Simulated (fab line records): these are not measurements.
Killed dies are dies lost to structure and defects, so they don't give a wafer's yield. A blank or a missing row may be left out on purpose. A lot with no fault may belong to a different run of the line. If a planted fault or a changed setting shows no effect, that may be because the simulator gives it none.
Which tool did it? | flow n5 finfet | 11 lots, 32 wafers sampled, at 5 steps of a route of 1938

WHAT THE GAUGES SHOWED, per wafer
N5_BEOL_M4_RC_MEAS_101. Usual: DIBL_N 36.5 mV/V, standard deviation 1.4; DIBL_P 36.6 mV/V, standard deviation 1.9; IOFF_N 0.167 nA/um, standard deviation 0.029; IOFF_P 0.21 nA/um, standard deviation 0.033; ION_N 674 uA/um, standard deviation 12; ION_P 460 uA/um, standard deviation 8.9; SS_N 71.6 mV/dec, standard deviation 0.57; SS_P 73.4 mV/dec, standard deviation 0.61; VT_N 249 mV, standard deviation 3.3; VT_P -250 mV, standard deviation 3.3.
lot  | measured     | on        | DIBL_N (mV/V)  | DIBL_P (mV/V)  | IOFF_N (nA/um)    | IOFF_P (nA/um) | ION_N (uA/um) | ION_P (uA/um) | SS_N (mV/dec)  | SS_P (mV/dec)  | VT_N (mV)   | VT_P (mV)      | flag
L824 | day 8 10:10  | prober-01 | 33.5 36.6 33.2 | 31.3 35.8 31.9 | 0.126 0.180 0.119 | 0.18 0.25 0.18 | 677 694 671   | 470 480 460   | 70.3 71.8 70.9 | 72.9 73.1 72.5 | 250 245 252 | -249 -247 -250 |
L826 | day 8 10:22  | prober-02 | 36.0 34.5 38.5 | 36.0 33.9 39.2 | 0.160 0.134 0.214 | 0.20 0.18 0.26 | 664 657 674   | 454 450 459   | 71.5 71.3 72.6 | 73.9 73.7 74.7 | 250 252 244 | -252 -256 -247 |
L830 | day 9 12:04  | prober-01 | 37.1 35.5 35.7 | 38.5 35.8 36.4 | 0.212 0.180 0.170 | 0.25 0.21 0.21 | 682 694 678   | 468 470 462   | 72.3 72.4 72.6 | 73.9 72.8 73.1 | 246 246 248 | -248 -249 -249 |
L832 | day 9 18:21  | prober-02 | 36.2 35.3 37.7 | 35.3 35.3 38.0 | 0.164 0.157 0.191 | 0.18 0.18 0.23 | 669 678 679   | 453 457 467   | 72.0 71.5 72.2 | 72.7 73.0 74.1 | 249 248 245 | -253 -253 -249 |
L833 | day 9 22:53  | prober-01 | 35.4 37.5 36.1 | 34.6 37.5 35.6 | 0.153 0.210 0.158 | 0.18 0.21 0.18 | 678 689 671   | 460 465 453   | 71.9 71.5 71.5 | 72.6 73.6 72.5 | 250 245 249 | -254 -251 -253 |
L834 | day 10 10:15 | prober-02 | 37.5 35.7 35.2 | 40.1 38.1 36.2 | 0.170 0.151 0.130 | 0.22 0.20 0.16 | 682 666 657   | 463 461 447   | 71.9 72.4 71.7 | 73.5 73.6 73.6 | 251 250 251 | -251 -252 -257 |
L836 | day 11 02:14 | prober-02 | 38.6 37.4      | 40.1 36.5      | 0.216 0.170       | 0.23 0.17      | 691 667       | 465 449       | 72.2 72.1      | 74.6 73.5      | 244 249     | -252 -255      |
L837 | day 11 21:37 | prober-02 | 36.3 36.7 35.4 | 35.4 35.9 33.3 | 0.172 0.179 0.136 | 0.21 0.22 0.17 | 667 674 656   | 456 460 450   | 71.7 71.3 71.5 | 74.1 74.2 72.9 | 248 249 255 | -250 -250 -254 |
L838 | day 11 23:48 | prober-02 | 38.3 39.2 35.4 | 39.6 40.3 35.6 | 0.211 0.215 0.146 | 0.29 0.29 0.21 | 697 685 673   | 479 469 468   | 71.4 72.0 71.3 | 73.7 74.0 72.5 | 248 246 249 | -245 -244 -250 |
L846 | day 13 16:08 | prober-01 | 36.3 38.2 37.6 | 35.9 37.1 37.4 | 0.147 0.161 0.169 | 0.21 0.23 0.24 | 659 665 668   | 459 457 464   | 71.3 71.4 72.0 | 72.9 73.6 73.7 | 253 250 246 | -249 -250 -249 |
L847 | day 13 20:43 | prober-01 | 35.2 35.4 36.6 | 34.8 35.0 36.5 | 0.133 0.141 0.165 | 0.19 0.20 0.21 | 649 670 663   | 452 462 447   | 72.1 71.4 72.4 | 72.1 72.8 71.9 | 252 250 249 | -252 -251 -251 |

N5_PASSIVATION_CD_MEAS_30 targets a cd of 4000 nm. Usual: cd nm reads 3999.8 nm (standard deviation 2.1).
lot  | measured     | on        | cd nm (nm)           | flag
L824 | day 12 04:55 | cd sem-02 | 4002.3 4001.7 3998.0 |
L826 | day 12 05:34 | cd sem-03 | 3998.7 3998.0 3996.7 |
L830 | day 13 04:23 | cd sem-01 | 3995.9 3998.9 3999.3 |
L832 | day 13 15:41 | cd sem-02 | 4003.4 4001.0 4002.8 |
L833 | day 13 20:34 | cd sem-02 | 4000.3 4000.0 4002.7 |
L834 | day 14 09:18 | cd sem-03 | 3997.1 3997.7 4001.3 |
L836 | day 15 02:46 | cd sem-03 | 4000.3 3998.6        |
L837 | day 15 19:39 | cd sem-03 | 3995.7 3998.9 3998.3 |
L838 | day 16 01:26 | cd sem-03 | 3996.9 3998.3 3997.1 |
L846 | day 17 14:59 | cd sem-02 | 4001.8 3998.1 4001.0 |
L847 | day 18 12:20 | cd sem-02 | 4000.2 4002.3 4002.4 |

N5_PASSIVATION_INSPECT_67: inspects for defects (macro). Usual: raw defect count reads 1.8 (standard deviation 1.5).
lot  | measured     | on                | raw defect count | flag
L824 | day 12 06:43 | defect inspect-01 | 1 1 3            |
L826 | day 12 08:19 | defect inspect-01 | 1 4 1            |
L830 | day 13 06:18 | defect inspect-02 | 0 2 1            |
L832 | day 13 17:37 | defect inspect-01 | 0 2 1            |
L833 | day 13 22:23 | defect inspect-01 | 1 0 3            |
L834 | day 14 11:05 | defect inspect-02 | 2 4 0            |
L836 | day 15 04:41 | defect inspect-01 | 3 2              |
L837 | day 15 21:26 | defect inspect-01 | 4 2 1            |
L838 | day 16 03:22 | defect inspect-01 | 2 3 3            |
L846 | day 17 16:47 | defect inspect-02 | 2 2 0            |
L847 | day 18 14:16 | defect inspect-01 | 3 0 2            |

EACH LOT AND THE TOOL THAT RAN IT (in order: tool; ch and the chambers of the sampled wafers; start)
lot  | N5_MIM_TOP_DEGAS_04          | N5_PASSIVATION_PECVD_35
L824 | pvd sputter-01, day 11 23:59 | pecvd-04 ch 0,2, day 12 06:13
L826 | pvd sputter-03, day 12 01:02 | pecvd-04 ch 1,2, day 12 07:48
L830 | pvd sputter-01, day 12 22:12 | pecvd-03 ch 0,2, day 13 05:41
L832 | pvd sputter-02, day 13 09:52 | pecvd-04 ch 1,2, day 13 17:00
L833 | pvd sputter-01, day 13 14:59 | pecvd-03 ch 0,1,2, day 13 21:54
L834 | pvd sputter-03, day 14 04:28 | pecvd-02 ch 0,1,2, day 14 10:37
L836 | pvd sputter-02, day 14 18:52 | pecvd-02 ch 0,1, day 15 04:04
L837 | pvd sputter-01, day 15 13:05 | pecvd-02 ch 0,1, day 15 20:57
L838 | pvd sputter-02, day 15 18:39 | pecvd-02 ch 0,1, day 16 02:45
L846 | pvd sputter-02, day 17 09:16 | pecvd-03 ch 1,2, day 17 16:17
L847 | pvd sputter-03, day 18 07:16 | pecvd-03 ch 0,1,2, day 18 13:39
- N5_MIM_TOP_DEGAS_04: time 60 s.
- N5_PASSIVATION_PECVD_35: deposits SiNx from SiH4/NH3/N2, target thk 700 nm, time 151.3 s.

AS READ BY THE TOOLS THEMSELVES (means over the sampled wafers that have a number; for cases with no such wafer, the mark the record gives instead)
N5_MIM_TOP_DEGAS_04. Usual: heater power w reads 487 W (standard deviation 25).
lot  | tool           | heater power w (W) | flag
L824 | pvd sputter-01 | 509                |
L826 | pvd sputter-03 | 468                |
L830 | pvd sputter-01 | 494                |
L832 | pvd sputter-02 | 494                |
L833 | pvd sputter-01 | 484                |
L834 | pvd sputter-03 | 490                |
L836 | pvd sputter-02 | 484                |
L837 | pvd sputter-01 | 473                |
L838 | pvd sputter-02 | 500                |
L846 | pvd sputter-02 | 495                |
L847 | pvd sputter-03 | 492                |

N5_PASSIVATION_PECVD_35. Usual: heater power w 326 W, standard deviation 58; run length s 195.3 s, standard deviation 0.63; showerhead plenum p Torr 8.69 Torr, standard deviation 0.12; throttle valve pct 28.9 %, standard deviation 0.85.
lot  | tool     | heater power w (W) | run length s (s) | showerhead plenum p Torr (Torr) | throttle valve pct (%) | flag
L824 | pecvd-04 | 317                | 195.0            | 8.61                            | 28.8                   |
L826 | pecvd-04 | 287                | 194.7            | 8.70                            | 29.8                   |
L830 | pecvd-03 | 333                | 195.3            | 8.84                            | 28.5                   |
L832 | pecvd-04 | 341                | 194.4            | 8.64                            | 29.9                   |
L833 | pecvd-03 | 339                | 196.0            | 8.79                            | 29.1                   |
L834 | pecvd-02 | 310                | 195.6            | 8.64                            | 28.4                   |
L836 | pecvd-02 | 260                | 195.6            | 8.61                            | 28.5                   |
L837 | pecvd-02 | 310                | 214.3            | 8.58                            | 28.7                   | OFF
L838 | pecvd-02 | 316                | 204.8            | 8.62                            | 28.4                   | OFF
L846 | pecvd-03 | 372                | 195.3            | 8.77                            | 29.3                   |
L847 | pecvd-03 | 316                | 195.5            | 8.79                            | 29.2                   |

THE ANSWER, worked out from the rows above alone
Rule: a lot is off if the mean of its wafers that have a number lies more than 3 standard deviations from the usual mean. A lot without any number at a reading at which 4 lots or more have one is off too. Where the step has rows for the other lots, those lots are counted as sound. Order of review: gauges by route order, followed by the tools' own readings, for which a lot's mean as printed above is used. The first step at which some lot is off is used, and at that step the reading that is off furthest; a lot without a number counts as furthest.
Off: L837, L838 (N5_PASSIVATION_PECVD_35, run length s).
If a tool, at that step or one of the process steps before it, ran each lot that is off and ran no sound lot following the first of them, it fits. One fits: N5_PASSIVATION_PECVD_35 on pecvd-02. A fault onset in the window from L836 (day 15 04:04, its last sound lot) to L837 (day 15 20:57, its first lot off) fits.
The tool's own readings at N5_PASSIVATION_PECVD_35 bear it out: on the lots that are off they differ by more than 5 times the standard deviation of the sound lots' means. run length s reads 209.6 s there against 195.3 s on the sound lots.

WHAT THE SIMULATOR HAD PUT IN
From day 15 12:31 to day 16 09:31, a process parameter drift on pecvd-02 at N5_PASSIVATION_PECVD_35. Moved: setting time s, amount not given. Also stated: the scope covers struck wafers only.
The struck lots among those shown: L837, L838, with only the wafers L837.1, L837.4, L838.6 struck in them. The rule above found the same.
